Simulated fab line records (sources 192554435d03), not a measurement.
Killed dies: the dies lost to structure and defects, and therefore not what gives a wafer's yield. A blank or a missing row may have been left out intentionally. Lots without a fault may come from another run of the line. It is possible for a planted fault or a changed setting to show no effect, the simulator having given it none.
Struck lot and sound lot, side by side	flow n5_finfet	43 out of 1938 route steps
Sound: the wafers L887.2, L887.3, L887.5. Struck: wafer L898.3; the same lot's L898.4 was not struck, so it is left out; see the end for the cause.
Each step with rows lists, per side, the tool, then ch with its chambers, then its first start. Under that, the readings that differ: sound wafers	struck wafers	difference of the means	sigmas: that difference in standard deviations of wafers without a fault.
alike: a reading whose means differ by less than 2 such deviations, as well as words and numbers matching on both sides. not compared: withheld readings; readings where some wafer has no value; bounds like >300 that might hide an equal value; numbers whose values overlap and for which the record gives no deviation.
A row with sigmas, a row that says differs or no value, or rows on one side alone: a step with any of these is where the two part. Numbers that have no deviation but don't overlap get no sigmas and don't part them. Lack of a reading on every wafer of one side parts them only where that side has two or more wafers.

first, 1 step without rows for these wafers: N5_MOL_CONTACT_COAG_PRECLEAN_111 (cleans in NF3:NH3, afs cycles 1, time 20 s, sublimation time 60 s).
N5_MOL_CONTACT_COAG_TI_SIL_19: material Ti, target thk 4.2 nm, time 15 s.
  struck on pvd_sputter-03, day 8 01:55; sound on pvd_sputter-03, day 5 06:26
  alike: throttle_valve_pct
N5_MOL_CONTACT_COAG_ALD_20: deposits TiN, target thk 1.5 nm, pulse time 1 s, purge time 3 s.
  sound on ald_metal-04 ch 2,3, day 5 06:34; struck on ald_metal-04 ch 2, day 8 02:02
  alike: heater_power_outer_w, heater_power_w, precursor_pulse_height_rel
then, 1 step without rows for these wafers: N5_MOL_CONTACT_COAG_SIL_ANNEAL_21 (time 60 s).
N5_MOL_CONTACT_COAG_PRE_CLEAN_141: time 60 s.
  struck on pvd_sputter-03, day 8 03:20; sound on pvd_sputter-01, day 5 07:38
  alike: heater_power_w
then, 4 steps without rows for these wafers: N5_MOL_CONTACT_COAG_SPUTTER_143 (material Co, target thk 2.5 nm); N5_MOL_CONTACT_COAG_CO_FILL_22 (material Co, precursor CCTBA/H2, target thk 20 nm); N5_MOL_CONTACT_COAG_ANNEAL_113 (time 300 s); N5_MOL_CONTACT_COAG_PRE_CLEAN_142 (time 60 s).
N5_MOL_CONTACT_COAG_SPUTTER_130: material Co, target thk 47.5 nm.
  struck on pvd_sputter-02, day 8 06:01; sound on pvd_sputter-03, day 5 09:46
  alike: throttle_valve_pct
then, 2 steps without rows for these wafers: N5_MOL_CONTACT_COAG_PRECLEAN_125 (cleans in DIW, time 57.5 s); N5_MOL_CONTACT_COAG_SRD_126 (dry time 32 s).
N5_MOL_CONTACT_COAG_CMP_23: polishes, stops on SiO2, t overpolish 1.5 s, target thk 0 nm.
  sound on cmp-02 ch 1,2,3, day 5 10:10; struck on cmp-01 ch 2, day 8 06:16
reading	sound	struck	difference	sigmas
time_to_endpoint_s (s)	7.3 6.9 10.1	0.7	-7.4	-4
model.SiNx_of_GATE_CUT_SAC_CAP_01.thk_nm (nm)	18.2 18 18.2	16.6	-1.5	
  alike: motor_current_A, overpolish_run_s, retaining_ring_pressure_frac
then, 3 steps without rows for these wafers: N5_MOL_CONTACT_COAG_WET_ETCH_26 (target Co, target depth 13 nm); N5_MOL_CONTACT_COAG_WET_ETCH_116 (etches the open film in SC1-inhibited, target depth 4.6 nm, rinse time 30 s); N5_MOL_CONTACT_COAG_ALD_27 (deposits SiOC, target thk 17 nm, pulse time 1.5 s, time 2720 s).
N5_MOL_CONTACT_COAG_CMP_28: polishes, stops on SiNx, t overpolish 0.85 s, target thk 14.522 nm.
  sound on cmp-02 ch 0,1,2, day 5 14:08; struck on cmp-02 ch 1, day 8 09:06
reading	sound	struck	difference	sigmas
model.SiNx_of_GATE_CUT_SAC_CAP_01.thk_nm (nm)	17.8 17.8 17.8	16.4	-1.4	
  alike: motor_current_A, retaining_ring_pressure_frac
N5_MOL_CONTACT_COAG_THK_MEAS_29:
  struck on film_metro-01, day 8 09:21; sound on film_metro-01, day 5 14:21
reading	sound	struck	difference	sigmas
MD_CAP_THK (nm)	17.72 17.75 17.83	16.35	-1.42	-16
N5_MOL_CONTACT_COAG_ALD_123: deposits SiNx, target thk 5 nm, pulse time 1 s, purge time 2 s.
  sound on ald_sin-02 ch 0,1, day 5 14:23; struck on ald_sin-04 ch 3, day 8 11:27
  alike: heater_power_outer_w, heater_power_w, precursor_pulse_height_rel
then, 10 steps without rows for these wafers: N5_MOL_CONTACT_COAG_PECVD_31 (deposits SiO2 from TEOS/O2, target thk 46 nm, time 8.9 s); N5_MOL_CONTACT_COAG_COAT_75 (time 60 s, resist thk 60 nm); N5_MOL_CONTACT_COAG_COAT_76 (time 60 s, resist thk 10 nm); N5_MOL_CONTACT_COAG_COAT_77 (time 60 s, resist thk 10 nm); N5_MOL_CONTACT_COAG_COAT_78 (resist thk 40 nm); N5_MOL_CONTACT_COAG_EBR_80; N5_MOL_CONTACT_COAG_SOFTBAKE_79 (time 60 s); N5_MOL_CONTACT_COAG_EXPOSE_81 (exposes mask VG, defocus 0 nm); N5_MOL_CONTACT_COAG_PEB_82 (peb time 60 s); N5_MOL_CONTACT_COAG_DEVELOP_83 (develop time 30 s).
N5_MOL_CONTACT_COAG_CD_MEAS_84: target cd 25.1 nm.
  sound on cd_sem-02 ch 0, day 5 15:14; struck on cd_sem-03 ch 0, day 8 12:18
  alike: cd_nm
N5_MOL_CONTACT_COAG_OVL_MEAS_85:
  sound on overlay-01 ch 0, day 5 15:16; struck on overlay-01 ch 0, day 8 12:20
  alike: VG_OVL
N5_MOL_CONTACT_COAG_INSPECT_57: inspects for defects (brightfield).
  struck on defect_inspect-02, day 8 12:23; sound on defect_inspect-02, day 5 15:19
  alike: raw_defect_count
then, 8 steps without rows for these wafers: N5_MOL_CONTACT_COAG_DESCUM_88 (chemistry O2, time 7 s); N5_MOL_CONTACT_COAG_ETCH_89 (etches underlayer in N2/H2, target depth 13 nm, time 10.4 s); N5_MOL_CONTACT_COAG_ETCH_90 (etches SiARC in CF4, target depth 13 nm, time 21.7 s); N5_MOL_CONTACT_COAG_ALD_131 (deposits SiO2, target thk 5 nm, pulse time 1 s, co reactant pulse time 1 s); N5_MOL_CONTACT_COAG_ETCHBACK_132 (etches SiO2 in CHF3, target depth 10 nm, time 6.7 s); N5_MOL_CONTACT_COAG_ETCH_91 (etches SOC in N2/H2, target depth 60 nm, overetch 21 nm, time 101.2 s); N5_MOL_CONTACT_COAG_STRIP_92 (strips in N2/H2); N5_MOL_CONTACT_COAG_STRIP_93 (strips in N2/H2).
N5_MOL_CONTACT_COAG_ETCH_47: etches SiNx in CH3F/O2, stops on W, target depth 27 nm.
  sound on rie_diel-03 ch 2,3, day 5 16:01; struck on rie_diel-03 ch 1, day 8 14:19
reading	sound	struck	difference	sigmas
etch_rf_on_time_s (s)	30.3 30.6 30.4	27.4	-3.0	-5
model.etch.t_clear_s (s)	25.25 25.45 25.34	22.88	-2.47	
model.etch.depth_nm (nm)	17.77 17.73 17.79	16.38	-1.38	
model.MOL_CONTACT_COAG.feature_depth_nm (nm)	18.4 18.4 18.4	17	-1	
  alike: drypump_motor_current_A, oes_product_au, rf_vpp_V, showerhead_plenum_p_Torr, throttle_valve_pct
  not compared: rf_hours_counter_h
-- a jump in the record: the struck wafers' starts before and after are 3 days apart (it breaks off in module MOL_CONTACT_COAG and resumes in module BEOL_M4, where the first step shown is number 1111 of the route) --
N5_BEOL_M4_RC_MEAS_101:
  sound on prober-01 ch 0, day 8 00:25; struck on prober-02 ch 0, day 11 07:26
  alike: DIBL_N, DIBL_P, IOFF_N, IOFF_P, ION_N, ION_P, SS_N, SS_P, VT_N, VT_P
next, for these wafers, 1 step has no rows: N5_PASSIVATION_PROBE_49.

## WHERE THEY PART
Earliest at N5_MOL_CONTACT_COAG_CMP_23; latest, in this record, at N5_MOL_CONTACT_COAG_ETCH_47. Later steps at which nothing parts them and some readings are alike: N5_BEOL_M4_RC_MEAS_101.

WHY: whatever the simulator had introduced
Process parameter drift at N5_MOL_CONTACT_COAG_CMP_23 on cmp-01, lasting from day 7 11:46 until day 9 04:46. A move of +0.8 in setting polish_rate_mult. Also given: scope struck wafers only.
